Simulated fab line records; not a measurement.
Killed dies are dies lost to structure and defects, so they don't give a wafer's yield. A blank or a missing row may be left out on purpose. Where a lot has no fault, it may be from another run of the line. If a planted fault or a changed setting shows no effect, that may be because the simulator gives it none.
What tool caused it? || flow n5 finfet || 11 lots with 32 wafers sampled at 5 steps, on a route of 1938 steps

WHAT THE GAUGES READ, wafer by wafer
No reading from a measuring or inspecting step in the record can be judged against a usual standard deviation.

WHICH TOOL RAN EACH LOT (tool, then ch and the chambers of the sampled wafers, then the start)
{"lot": "L779", "N5_BEOL_M14_PRE_CLEAN_42": "pvd sputter-03, day 11 19:35", "N5_BEOL_M14_SPUTTER_44": "pvd sputter-03, day 11 19:43", "N5_BEOL_M14_CMP_49": "cmp-02 ch 1,2,3, day 11 20:30", "N5_BEOL_M14_DEP_53": "pecvd-02 ch 0,1, day 11 20:45", "N5_BEOL_M15_ILD_DEP_00": "pecvd-01 ch 0,1, day 11 20:53"}
{"lot": "L777", "N5_BEOL_M14_PRE_CLEAN_42": "pvd sputter-03, day 12 01:32", "N5_BEOL_M14_SPUTTER_44": "pvd sputter-03, day 12 01:40", "N5_BEOL_M14_CMP_49": "cmp-02 ch 2,3, day 12 03:01", "N5_BEOL_M14_DEP_53": "pecvd-04 ch 0,1, day 12 03:23", "N5_BEOL_M15_ILD_DEP_00": "pecvd-03 ch 0,2, day 12 03:31"}
{"lot": "L780", "N5_BEOL_M14_PRE_CLEAN_42": "pvd sputter-02, day 12 06:57", "N5_BEOL_M14_SPUTTER_44": "pvd sputter-02, day 12 07:04", "N5_BEOL_M14_CMP_49": "cmp-04 ch 0,2,3, day 12 07:46", "N5_BEOL_M14_DEP_53": "pecvd-02 ch 0,1, day 12 08:07", "N5_BEOL_M15_ILD_DEP_00": "pecvd-01 ch 1,2, day 12 08:14"}
{"lot": "L785", "N5_BEOL_M14_PRE_CLEAN_42": "pvd sputter-03, day 13 04:25", "N5_BEOL_M14_SPUTTER_44": "pvd sputter-03, day 13 04:32", "N5_BEOL_M14_CMP_49": "cmp-02 ch 0,1, day 13 05:35", "N5_BEOL_M14_DEP_53": "pecvd-02 ch 0, day 13 05:56", "N5_BEOL_M15_ILD_DEP_00": "pecvd-03 ch 2, day 13 06:05"}
{"lot": "L789", "N5_BEOL_M14_PRE_CLEAN_42": "pvd sputter-03, day 14 22:08", "N5_BEOL_M14_SPUTTER_44": "pvd sputter-03, day 14 22:15", "N5_BEOL_M14_CMP_49": "cmp-03 ch 1,3, day 14 22:56", "N5_BEOL_M14_DEP_53": "pecvd-04 ch 0,1, day 14 23:17", "N5_BEOL_M15_ILD_DEP_00": "pecvd-01 ch 0,1,2, day 14 23:25"}
{"lot": "L792", "N5_BEOL_M14_PRE_CLEAN_42": "pvd sputter-03, day 15 11:29", "N5_BEOL_M14_SPUTTER_44": "pvd sputter-03, day 15 11:36", "N5_BEOL_M14_CMP_49": "cmp-02 ch 0,1,3, day 15 12:26", "N5_BEOL_M14_DEP_53": "pecvd-02 ch 0,1, day 15 12:48", "N5_BEOL_M15_ILD_DEP_00": "pecvd-01 ch 0,1, day 15 12:56"}
{"lot": "L793", "N5_BEOL_M14_PRE_CLEAN_42": "pvd sputter-03, day 15 16:52", "N5_BEOL_M14_SPUTTER_44": "pvd sputter-03, day 15 16:59", "N5_BEOL_M14_CMP_49": "cmp-02 ch 2,3, day 15 17:49", "N5_BEOL_M14_DEP_53": "pecvd-03 ch 0,1,2, day 15 18:10", "N5_BEOL_M15_ILD_DEP_00": "pecvd-03 ch 0,2, day 15 18:18"}
{"lot": "L797", "N5_BEOL_M14_PRE_CLEAN_42": "pvd sputter-01, day 16 14:39", "N5_BEOL_M14_SPUTTER_44": "pvd sputter-01, day 16 14:46", "N5_BEOL_M14_CMP_49": "cmp-03 ch 2,3, day 16 15:54", "N5_BEOL_M14_DEP_53": "pecvd-04 ch 0,1, day 16 16:16", "N5_BEOL_M15_ILD_DEP_00": "pecvd-02 ch 0,2, day 16 16:23"}
{"lot": "L798", "N5_BEOL_M14_PRE_CLEAN_42": "pvd sputter-01, day 17 04:10", "N5_BEOL_M14_SPUTTER_44": "pvd sputter-01, day 17 04:17", "N5_BEOL_M14_CMP_49": "cmp-02 ch 0,1,3, day 17 04:59", "N5_BEOL_M14_DEP_53": "pecvd-03 ch 0,2, day 17 05:20", "N5_BEOL_M15_ILD_DEP_00": "pecvd-02 ch 0,2, day 17 05:28"}
{"lot": "L800", "N5_BEOL_M14_PRE_CLEAN_42": "pvd sputter-02, day 17 05:26", "N5_BEOL_M14_SPUTTER_44": "pvd sputter-02, day 17 05:34", "N5_BEOL_M14_CMP_49": "cmp-02 ch 0,1,3, day 17 06:23", "N5_BEOL_M14_DEP_53": "pecvd-02 ch 0,2, day 17 06:38", "N5_BEOL_M15_ILD_DEP_00": "pecvd-01 ch 0,1,2, day 17 06:46"}
{"lot": "L799", "N5_BEOL_M14_PRE_CLEAN_42": "pvd sputter-02, day 17 05:46", "N5_BEOL_M14_SPUTTER_44": "pvd sputter-02, day 17 05:53", "N5_BEOL_M14_CMP_49": "cmp-03 ch 0,2, day 17 06:46", "N5_BEOL_M14_DEP_53": "pecvd-02 ch 1,2, day 17 07:05", "N5_BEOL_M15_ILD_DEP_00": "pecvd-03 ch 0,1,2, day 17 07:13"}
- N5_BEOL_M14_PRE_CLEAN_42: time 30 s.
- N5_BEOL_M14_SPUTTER_44: material Ta, target thk 15 nm, time 24.19 s.
- N5_BEOL_M14_CMP_49: polishes, stops on SiO2, t overpolish 5.2 s, target thk 560 nm.
- N5_BEOL_M14_DEP_53: deposits SiCN from 3MS/NH3, target thk 50 nm, time 17.8 s.
- N5_BEOL_M15_ILD_DEP_00: deposits SiO2 from TEOS/O2, target thk 1629.3 nm, time 346.1 s.

WHAT THE TOOLS THEMSELVES READ (means of the sampled wafers that have a number; where no wafer has one, the mark that the record gives instead)
N5_BEOL_M14_PRE_CLEAN_42. Usual: heater power w at 451 W, with a standard deviation of 31.
{"lot": "L779", "tool": "pvd sputter-03", "heater power w (W)": 429, "flag": ""}
{"lot": "L777", "tool": "pvd sputter-03", "heater power w (W)": 441, "flag": ""}
{"lot": "L780", "tool": "pvd sputter-02", "heater power w (W)": 476, "flag": ""}
{"lot": "L785", "tool": "pvd sputter-03", "heater power w (W)": 430, "flag": ""}
{"lot": "L789", "tool": "pvd sputter-03", "heater power w (W)": 424, "flag": ""}
{"lot": "L792", "tool": "pvd sputter-03", "heater power w (W)": 442, "flag": ""}
{"lot": "L793", "tool": "pvd sputter-03", "heater power w (W)": 440, "flag": ""}
{"lot": "L797", "tool": "pvd sputter-01", "heater power w (W)": 468, "flag": ""}
{"lot": "L798", "tool": "pvd sputter-01", "heater power w (W)": 458, "flag": ""}
{"lot": "L800", "tool": "pvd sputter-02", "heater power w (W)": 466, "flag": ""}
{"lot": "L799", "tool": "pvd sputter-02", "heater power w (W)": 489, "flag": ""}

N5_BEOL_M14_SPUTTER_44. Usual: bias v 79.9 V, standard deviation 0.83; substrate temp c 50.00 C, standard deviation 0.11; throttle valve pct 29.9 %, standard deviation 0.96.
{"lot": "L779", "tool": "pvd sputter-03", "bias v (V)": 80.0, "substrate temp c (C)": 50.00, "throttle valve pct (%)": 29.5, "flag": ""}
{"lot": "L777", "tool": "pvd sputter-03", "bias v (V)": 79.8, "substrate temp c (C)": 50.03, "throttle valve pct (%)": 29.4, "flag": ""}
{"lot": "L780", "tool": "pvd sputter-02", "bias v (V)": 79.6, "substrate temp c (C)": 50.02, "throttle valve pct (%)": 29.0, "flag": ""}
{"lot": "L785", "tool": "pvd sputter-03", "bias v (V)": 79.5, "substrate temp c (C)": 50.02, "throttle valve pct (%)": 29.7, "flag": ""}
{"lot": "L789", "tool": "pvd sputter-03", "bias v (V)": 80.2, "substrate temp c (C)": 49.89, "throttle valve pct (%)": 30.1, "flag": ""}
{"lot": "L792", "tool": "pvd sputter-03", "bias v (V)": 80.1, "substrate temp c (C)": 49.84, "throttle valve pct (%)": 29.4, "flag": ""}
{"lot": "L793", "tool": "pvd sputter-03", "bias v (V)": 80.0, "substrate temp c (C)": 49.87, "throttle valve pct (%)": 29.2, "flag": ""}
{"lot": "L797", "tool": "pvd sputter-01", "bias v (V)": 79.7, "substrate temp c (C)": 50.05, "throttle valve pct (%)": 30.5, "flag": ""}
{"lot": "L798", "tool": "pvd sputter-01", "bias v (V)": 80.1, "substrate temp c (C)": 49.91, "throttle valve pct (%)": 30.6, "flag": ""}
{"lot": "L800", "tool": "pvd sputter-02", "bias v (V)": 79.6, "substrate temp c (C)": 50.04, "throttle valve pct (%)": 29.0, "flag": ""}
{"lot": "L799", "tool": "pvd sputter-02", "bias v (V)": 80.3, "substrate temp c (C)": 50.01, "throttle valve pct (%)": 28.9, "flag": ""}

N5_BEOL_M14_CMP_49. Usual: barrier field endpoint s 11.3 s, standard deviation 0.38; clearing platen rpm 80.00 rpm, standard deviation 0.038; motor current A 8.4 A, standard deviation 0.92; pad life wafers 892, standard deviation 570; platen rpm 79.99 rpm, standard deviation 0.048.
{"lot": "L779", "tool": "cmp-02", "barrier field endpoint s (s)": 11.5, "clearing platen rpm (rpm)": 80.02, "motor current A (A)": 8.1, "pad life wafers": 2001, "platen rpm (rpm)": 80.00, "flag": ""}
{"lot": "L777", "tool": "cmp-02", "barrier field endpoint s (s)": 11.2, "clearing platen rpm (rpm)": 80.01, "motor current A (A)": 7.9, "pad life wafers": 2052, "platen rpm (rpm)": 79.99, "flag": ""}
{"lot": "L780", "tool": "cmp-04", "barrier field endpoint s (s)": 11.2, "clearing platen rpm (rpm)": 80.03, "motor current A (A)": 8.0, "pad life wafers": 1292, "platen rpm (rpm)": 79.99, "flag": ""}
{"lot": "L785", "tool": "cmp-02", "barrier field endpoint s (s)": 11.3, "clearing platen rpm (rpm)": 79.95, "motor current A (A)": 8.4, "pad life wafers": 78, "platen rpm (rpm)": 80.07, "flag": ""}
{"lot": "L789", "tool": "cmp-03", "barrier field endpoint s (s)": 14.0, "clearing platen rpm (rpm)": 80.01, "motor current A (A)": 8.3, "pad life wafers": 811, "platen rpm (rpm)": 80.00, "flag": "OFF"}
{"lot": "L792", "tool": "cmp-02", "barrier field endpoint s (s)": 14.3, "clearing platen rpm (rpm)": 80.01, "motor current A (A)": 8.0, "pad life wafers": 469, "platen rpm (rpm)": 80.00, "flag": "OFF"}
{"lot": "L793", "tool": "cmp-02", "barrier field endpoint s (s)": 14.0, "clearing platen rpm (rpm)": 79.98, "motor current A (A)": 8.5, "pad life wafers": 510, "platen rpm (rpm)": 80.00, "flag": "OFF"}
{"lot": "L797", "tool": "cmp-03", "barrier field endpoint s (s)": 11.3, "clearing platen rpm (rpm)": 79.95, "motor current A (A)": 8.8, "pad life wafers": 1152, "platen rpm (rpm)": 79.98, "flag": ""}
{"lot": "L798", "tool": "cmp-02", "barrier field endpoint s (s)": 11.3, "clearing platen rpm (rpm)": 80.00, "motor current A (A)": 7.8, "pad life wafers": 835, "platen rpm (rpm)": 79.95, "flag": ""}
{"lot": "L800", "tool": "cmp-02", "barrier field endpoint s (s)": 11.2, "clearing platen rpm (rpm)": 80.00, "motor current A (A)": 7.8, "pad life wafers": 849, "platen rpm (rpm)": 80.02, "flag": ""}
{"lot": "L799", "tool": "cmp-03", "barrier field endpoint s (s)": 12.0, "clearing platen rpm (rpm)": 79.98, "motor current A (A)": 9.4, "pad life wafers": 1286, "platen rpm (rpm)": 79.98, "flag": ""}

N5_BEOL_M14_DEP_53. Usual: showerhead plenum p Torr 4.155 Torr, standard deviation 0.023; throttle valve pct 18.3 %, standard deviation 0.98.
{"lot": "L779", "tool": "pecvd-02", "showerhead plenum p Torr (Torr)": 4.166, "throttle valve pct (%)": 18.4, "flag": ""}
{"lot": "L777", "tool": "pecvd-04", "showerhead plenum p Torr (Torr)": 4.152, "throttle valve pct (%)": 19.2, "flag": ""}
{"lot": "L780", "tool": "pecvd-02", "showerhead plenum p Torr (Torr)": 4.160, "throttle valve pct (%)": 17.6, "flag": ""}
{"lot": "L785", "tool": "pecvd-02", "showerhead plenum p Torr (Torr)": 4.168, "throttle valve pct (%)": 16.8, "flag": ""}
{"lot": "L789", "tool": "pecvd-04", "showerhead plenum p Torr (Torr)": 4.177, "throttle valve pct (%)": 19.2, "flag": ""}
{"lot": "L792", "tool": "pecvd-02", "showerhead plenum p Torr (Torr)": 4.165, "throttle valve pct (%)": 18.4, "flag": ""}
{"lot": "L793", "tool": "pecvd-03", "showerhead plenum p Torr (Torr)": 4.155, "throttle valve pct (%)": 18.5, "flag": ""}
{"lot": "L797", "tool": "pecvd-04", "showerhead plenum p Torr (Torr)": 4.154, "throttle valve pct (%)": 19.3, "flag": ""}
{"lot": "L798", "tool": "pecvd-03", "showerhead plenum p Torr (Torr)": 4.157, "throttle valve pct (%)": 19.3, "flag": ""}
{"lot": "L800", "tool": "pecvd-02", "showerhead plenum p Torr (Torr)": 4.153, "throttle valve pct (%)": 17.5, "flag": ""}
{"lot": "L799", "tool": "pecvd-02", "showerhead plenum p Torr (Torr)": 4.154, "throttle valve pct (%)": 18.7, "flag": ""}

N5_BEOL_M15_ILD_DEP_00. Usual: heater power w 504 W, standard deviation 93; showerhead plenum p Torr 8.35 Torr, standard deviation 0.038; throttle valve pct 18.7 %, standard deviation 0.84.
{"lot": "L779", "tool": "pecvd-01", "heater power w (W)": 475, "showerhead plenum p Torr (Torr)": 8.37, "throttle valve pct (%)": 18.2, "flag": ""}
{"lot": "L777", "tool": "pecvd-03", "heater power w (W)": 590, "showerhead plenum p Torr (Torr)": 8.33, "throttle valve pct (%)": 19.9, "flag": ""}
{"lot": "L780", "tool": "pecvd-01", "heater power w (W)": 427, "showerhead plenum p Torr (Torr)": 8.34, "throttle valve pct (%)": 18.4, "flag": ""}
{"lot": "L785", "tool": "pecvd-03", "heater power w (W)": 608, "showerhead plenum p Torr (Torr)": 8.41, "throttle valve pct (%)": 18.1, "flag": ""}
{"lot": "L789", "tool": "pecvd-01", "heater power w (W)": 494, "showerhead plenum p Torr (Torr)": 8.36, "throttle valve pct (%)": 18.3, "flag": ""}
{"lot": "L792", "tool": "pecvd-01", "heater power w (W)": 450, "showerhead plenum p Torr (Torr)": 8.37, "throttle valve pct (%)": 18.3, "flag": ""}
{"lot": "L793", "tool": "pecvd-03", "heater power w (W)": 530, "showerhead plenum p Torr (Torr)": 8.33, "throttle valve pct (%)": 20.0, "flag": ""}
{"lot": "L797", "tool": "pecvd-02", "heater power w (W)": 581, "showerhead plenum p Torr (Torr)": 8.34, "throttle valve pct (%)": 18.1, "flag": ""}
{"lot": "L798", "tool": "pecvd-02", "heater power w (W)": 613, "showerhead plenum p Torr (Torr)": 8.33, "throttle valve pct (%)": 17.9, "flag": ""}
{"lot": "L800", "tool": "pecvd-01", "heater power w (W)": 474, "showerhead plenum p Torr (Torr)": 8.36, "throttle valve pct (%)": 18.4, "flag": ""}
{"lot": "L799", "tool": "pecvd-03", "heater power w (W)": 494, "showerhead plenum p Torr (Torr)": 8.35, "throttle valve pct (%)": 19.3, "flag": ""}

THE ANSWER, worked out from the rows above alone
Rule: a lot counts as off when the mean over its wafers that have a number is more than 3 standard deviations away from the usual mean. Also off: a lot with no number at a reading for which 4 or more lots have one. All remaining lots with rows at the step are treated as sound. After the gauges, taken in route order, come the tools' own readings; for these a lot's mean is taken, as printed above. At the first step where some lot is off, the reading lying furthest off is the one used; lots without a number count as furthest.
Off: L789, L792, L793 (N5_BEOL_M14_CMP_49, barrier field endpoint s).
A tool fits if, at that step or a process step before it, it ran every lot that is off, and no sound lot after the first of them. One fits: N5_BEOL_M14_PRE_CLEAN_42 and N5_BEOL_M14_SPUTTER_44 on pvd sputter-03. At N5_BEOL_M14_PRE_CLEAN_42 its last sound lot is L785 (day 13 04:25), its first lot that is off L789 (day 14 22:08): a fault that began between those two fits.

WHAT HAD BEEN PUT IN BY THE SIMULATOR
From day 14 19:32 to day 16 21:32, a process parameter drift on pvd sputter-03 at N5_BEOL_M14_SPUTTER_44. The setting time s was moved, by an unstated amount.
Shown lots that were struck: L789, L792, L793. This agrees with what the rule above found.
